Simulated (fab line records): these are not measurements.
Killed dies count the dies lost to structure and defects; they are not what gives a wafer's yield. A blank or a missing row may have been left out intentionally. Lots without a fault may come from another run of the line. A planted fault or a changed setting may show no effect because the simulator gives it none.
Struck lot and sound lot, side by side -- flow nandHarc -- 14 steps out of a route of 1302
Sound: the wafers L119.2, L119.3, L119.4. Wafers L137.2, L137.6 were the ones struck. The cause is given at the end.
Order at every step that has rows: each side's tool, ch and its chambers, its first start. Under that, the readings that differ: sound wafers -- struck wafers -- difference of the means -- sigmas: that difference in standard deviations of wafers without a fault.
alike: words and numbers the same on both sides, and readings whose means are apart by under 2 such deviations; not compared: readings that were withheld, readings missing a value for some wafer, numbers with overlapping values and no deviation given by the record, and bounds like >300 which may hide the same value.
Wherever a step has rows on one side only, a row that says differs or no value, or a row with sigmas, the two part there. Numbers that don't overlap but have no deviation are shown without sigmas and don't part them. A reading missing from all wafers of one side parts the sides only when that side holds two or more wafers.

NHARC_A_STAIRCASE_DESCUM_186: chemistry O2, time 3 s.
  sound on rieDiel-04 ch 1,2,3, day 17 12:07; struck on rieDiel-05 ch 1,3, day 24 22:53
  alike: drypumpMotorCurrentA, oesProductAu, rfVppV, showerheadPlenumPTorr, throttleValvePct
  not compared: rfHoursCounterH
then, 1 step without rows for these wafers: NHARC_A_STAIRCASE_TRIM_187 (chemistry O2, time 211.2 s).
NHARC_A_STAIRCASE_ETCH_188: etches the open film in C4F8/O2, target depth 100 nm, time 40.5 s.
  sound: rieDiel-04 ch 0,1,2; struck: rieDiel-05 ch 1
  alike: oesProductAu, rfVppV
  not compared: rfHoursCounterH
NHARC_A_STAIRCASE_TRIM_189: chemistry O2, time 211.2 s.
  sound: rieDiel-04 ch 0,1,2; struck: rieDiel-05 ch 0
  alike: drypumpMotorCurrentA, oesProductAu, rfVppV, runLengthS, showerheadPlenumPTorr, throttleValvePct
  not compared: rfHoursCounterH
then, 2 steps without rows for these wafers: NHARC_A_STAIRCASE_ETCH_190 (etches the open film in C4F8/O2, target depth 100 nm, time 40.5 s); NHARC_A_STAIRCASE_TRIM_191 (chemistry O2, time 211.2 s).
NHARC_A_STAIRCASE_ETCH_192: etches the open film in C4F8/O2, target depth 100 nm, time 40.5 s.
  sound: rieDiel-04 ch 0,1,3; struck: rieDiel-05 ch 0,1
  alike: oesProductAu, rfVppV
  not compared: rfHoursCounterH
then, 4 steps without rows for these wafers: NHARC_A_STAIRCASE_TRIM_193 (chemistry O2, time 211.2 s); NHARC_A_STAIRCASE_ETCH_194 (etches the open film in C4F8/O2, target depth 100 nm, time 40.5 s); NHARC_A_STAIRCASE_TRIM_196 (chemistry O2, time 211.2 s); NHARC_A_STAIRCASE_ETCH_197 (etches the open film in C4F8/O2, target depth 100 nm, time 40.5 s).
NHARC_A_STAIRCASE_TRIM_198: chemistry O2, time 211.2 s.
  sound on rieDiel-04 ch 0,1,2, day 17 13:46; struck on rieDiel-04 ch 2,3, day 25 01:19
reading,sound,struck,difference,sigmas
runLengthS (s),231.7 232.7 232.8,239.1 238.8,+6.5,+15
  alike: drypumpMotorCurrentA, oesProductAu, rfVppV, showerheadPlenumPTorr, throttleValvePct
  not compared: rfHoursCounterH
NHARC_A_STAIRCASE_ETCH_199: etches the open film in C4F8/O2, target depth 100 nm, time 40.5 s.
  sound: rieDiel-04 ch 1,2,3; struck: rieDiel-04 ch 1,3
  alike: oesProductAu, rfVppV
  not compared: rfHoursCounterH
NHARC_END_SORT_01:
  the record has rows for the sound wafers here (prober-02 ch 0, day 25 19:19) and none for the struck ones

## WHERE THEY PART
First at NHARC_A_STAIRCASE_TRIM_198; last, within this record, at NHARC_END_SORT_01.

WHY: the cause the simulator had injected
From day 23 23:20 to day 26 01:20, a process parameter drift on rieDiel-04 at NHARC_A_STAIRCASE_TRIM_198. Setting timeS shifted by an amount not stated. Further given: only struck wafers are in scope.
